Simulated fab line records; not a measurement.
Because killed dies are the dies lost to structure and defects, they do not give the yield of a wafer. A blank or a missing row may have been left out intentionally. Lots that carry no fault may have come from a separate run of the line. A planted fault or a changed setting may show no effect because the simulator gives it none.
Chamber matching ; flow n5-finfet ; 4 sister chambers for N5_BEOL_M2_ETCH_63 on rie-diel-04
The step etches SiARC in CF4, target depth 15.6 nm, time 26 s. 4 wafers are shown with their chamber, then 7 later ones without.

WAFERS WITH THEIR CHAMBER
wafer;chamber;drypump-motor-current-A (A)
L083.5;3;5.8
L083.6;2;5.8
L087.1;1;5.9
L087.2;0;4.7

WAFERS WHOSE CHAMBER IS MISSING
wafer;drypump-motor-current-A (A)
L087.3;5.8
L089.1;4.7
L089.2;5.9
L089.3;5.8
L091.2;4.8
L091.4;5.8
L091.6;5.9

THE CHAMBER EACH PASSED THROUGH
wafer;from the rows above;in truth
L087.3;can't be placed: 2 or 3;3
L089.1;0;0
L089.2;1;1
L089.3;can't be placed: 2 or 3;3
L091.2;0;0
L091.4;can't be placed: 2 or 3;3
L091.6;1;1
Correct placement for 4 of the 7. These rows do not allow placing 3 (true chamber among the candidates in 3). Wrongly placed: 0.
How it was worked out, from the rows above alone: a wafer's distance from a chamber is the root of the sum, over the readings, of the square of ((its reading less the chamber's mean) divided by the reading's scatter). If the next closest chamber is less than 2 further off than the closest, the wafer can't be placed; otherwise it belongs to the closest. A chamber's mean is the mean of its shown wafers. The scatter (one wafer shown for each chamber): square how far every hidden wafer sits from the nearest shown wafer, average those squares and take the square root.
